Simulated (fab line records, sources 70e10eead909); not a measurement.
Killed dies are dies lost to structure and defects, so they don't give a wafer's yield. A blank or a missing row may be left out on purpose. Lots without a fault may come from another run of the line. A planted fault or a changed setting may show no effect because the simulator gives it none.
Which tool did it? | flow nand_harc | 12 lots, 36 wafers sampled, at 3 steps of a route of 1302

WHAT THE GAUGES READ, wafer by wafer
NHARC_A_M0_CD_MEAS_09: target cd 80 nm. Usual: cd_nm 80.4 nm, standard deviation 0.78.
lot  | measured     | on        | cd_nm (nm)     | flag
L369 | day 23 07:51 | cd_sem-01 | 79.5 79.1 80.4 |
L370 | day 23 22:50 | cd_sem-02 | 80.1 81.2 82.0 |
L372 | day 24 07:08 | cd_sem-02 | 78.9 80.7 80.7 |
L373 | day 25 09:49 | cd_sem-01 | 81.8 80.5 81.4 |
L371 | day 25 10:45 | cd_sem-02 | 80.7 80.7 79.5 |
L375 | day 26 04:01 | cd_sem-01 | 81.1 79.7 79.9 |
L377 | day 27 18:54 | cd_sem-03 | 81.8 80.1 82.2 |
L380 | day 28 20:08 | cd_sem-02 | 95.1 94.9 96.2 | OFF
L383 | day 29 09:38 | cd_sem-01 | 96.5 95.4 96.5 | OFF
L387 | day 31 02:30 | cd_sem-03 | 81.5 81.0 81.1 |
L389 | day 31 11:13 | cd_sem-03 | 79.6 80.2 80.6 |
L388 | day 31 19:07 | cd_sem-01 | 79.8 78.8 79.8 |

WHICH TOOL RAN EACH LOT (tool, then ch and the chambers of the sampled wafers, then the start)
lot  | NHARC_A_BLC_CVD_24                       | NHARC_A_M0_PEB_07
L369 | cvd_w-02 ch 0,1, day 23 07:46 or earlier | litho_track-01 ch 0, day 23 07:46
L370 | cvd_w-02 ch 0, day 23 22:46 or earlier   | litho_track-04 ch 0, day 23 22:46
L372 | cvd_w-02 ch 0,1, day 24 07:03 or earlier | litho_track-01 ch 0, day 24 07:03
L373 | cvd_w-02 ch 0,1, day 25 09:44 or earlier | litho_track-04 ch 0, day 25 09:44
L371 | cvd_w-01 ch 0,1, day 25 10:40 or earlier | litho_track-04 ch 0, day 25 10:40
L375 | cvd_w-01 ch 0,1, day 26 03:56 or earlier | litho_track-01 ch 0, day 26 03:56
L377 | cvd_w-01 ch 0,1, day 27 18:49 or earlier | litho_track-04 ch 0, day 27 18:49
L380 | cvd_w-01 ch 0,1, day 28 20:04 or earlier | litho_track-04 ch 0, day 28 20:04
L383 | cvd_w-01 ch 0,1, day 29 09:34 or earlier | litho_track-04 ch 0, day 29 09:34
L387 | cvd_w-01 ch 0,1, day 31 02:25 or earlier | litho_track-01 ch 0, day 31 02:25
L389 | cvd_w-02 ch 0,1, day 31 11:08 or earlier | litho_track-06 ch 0, day 31 11:08
L388 | cvd_w-02 ch 0,1, day 31 19:02 or earlier | litho_track-06 ch 0, day 31 19:02
- NHARC_A_BLC_CVD_24: deposits W, target thk 150 nm, time 434 s.
- NHARC_A_M0_PEB_07: peb time 65 s.

WHAT THE TOOLS THEMSELVES READ (means of the sampled wafers that have a number; where no wafer has one, the mark that the record gives instead)
NHARC_A_BLC_CVD_24. Usual: heater_power_w 486 W, standard deviation 27; mfc_ar_sccm 1559 sccm, standard deviation 4.4; throttle_valve_pct 8.03 %, standard deviation 0.3.
lot  | tool     | heater_power_w (W) | mfc_ar_sccm (sccm) | throttle_valve_pct (%) | flag
L369 | cvd_w-02 | 457                | 1557               | 8.07                   |
L370 | cvd_w-02 | 489                | 1559               | 7.83                   |
L372 | cvd_w-02 | 465                | 1559               | 8.08                   |
L373 | cvd_w-02 | 468                | 1558               | 8.06                   |
L371 | cvd_w-01 | 498                | 1555               | 7.70                   |
L375 | cvd_w-01 | 492                | 1563               | 8.16                   |
L377 | cvd_w-01 | 513                | 1563               | 7.93                   |
L380 | cvd_w-01 | 515                | 1560               | 8.08                   |
L383 | cvd_w-01 | 494                | 1561               | 8.20                   |
L387 | cvd_w-01 | 496                | 1554               | 8.35                   |
L389 | cvd_w-02 | 455                | 1557               | 8.05                   |
L388 | cvd_w-02 | 455                | 1564               | 7.96                   |

NHARC_A_M0_PEB_07. Usual: heater_power_total_W 156.6 W, standard deviation 0.41; plate_temp_C 99.99 C, standard deviation 0.13; resist_line_temp_C 23.00 C, standard deviation 0.11.
lot  | tool           | heater_power_total_W (W) | plate_temp_C (C) | resist_line_temp_C (C) | flag
L369 | litho_track-01 | 156.2                    | 100.07           | 23.06                  |
L370 | litho_track-04 | 156.5                    | 100.11           | 22.93                  |
L372 | litho_track-01 | 156.9                    | 99.99            | 23.07                  |
L373 | litho_track-04 | 157.0                    | 100.02           | 23.02                  |
L371 | litho_track-04 | 156.7                    | 99.91            | 23.01                  |
L375 | litho_track-01 | 156.7                    | 100.04           | 23.00                  |
L377 | litho_track-04 | 157.0                    | 99.89            | 22.99                  |
L380 | litho_track-04 | 166.7                    | 104.35           | 23.00                  | OFF
L383 | litho_track-04 | 166.2                    | 104.55           | 22.92                  | OFF
L387 | litho_track-01 | 157.0                    | 99.66            | 22.95                  |
L389 | litho_track-06 | 156.6                    | 100.01           | 22.98                  |
L388 | litho_track-06 | 156.7                    | 100.27           | 22.92                  |

THE ANSWER, worked out from the rows above alone
Rule: a lot is off if the mean of its wafers that have a number lies more than 3 standard deviations from the usual mean. A lot without any number at a reading at which 4 lots or more have one is off too. The other lots that the step has rows for count as sound. The gauges are gone through in route order, then the tools' own readings, and for those a lot's mean is taken as printed above. The first step at which some lot is off is used, and at that step the reading that is off furthest; a lot without a number counts as furthest.
Off: L380, L383, at NHARC_A_M0_CD_MEAS_09 (cd_nm).
A tool fits if, at a process step before that reading, it ran every lot that is off, and no sound lot after the first of them. The gauges at NHARC_A_M0_CD_MEAS_09 aren't tried: what is off there is off at NHARC_A_M0_PEB_07 too, on other tools, and a gauge's error can't cause that. NHARC_A_BLC_CVD_24 gives no start for some lots, so the hours and the order of its lots are those of NHARC_A_M0_PEB_07. One fits: litho_track-04 at NHARC_A_M0_PEB_07. Its last sound lot is L377 (day 27 18:49), its first lot that is off L380 (day 28 20:04): a fault that began between those two fits.
The tool's own readings at NHARC_A_M0_PEB_07 bear it out: on the lots that are off they differ by more than 5 times the standard deviation of the sound lots' means. heater_power_total_W reads 166.4 W there against 156.7 W on the sound lots; plate_temp_C reads 104.45 C there against 100.00 C on the sound lots.

WHAT THE SIMULATOR HAD PUT IN
Process parameter drift: litho_track-04, from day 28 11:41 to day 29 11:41, at NHARC_A_M0_PEB_07. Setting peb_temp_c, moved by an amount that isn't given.
Lots struck among those shown: L380, L383. The rule above found the same.
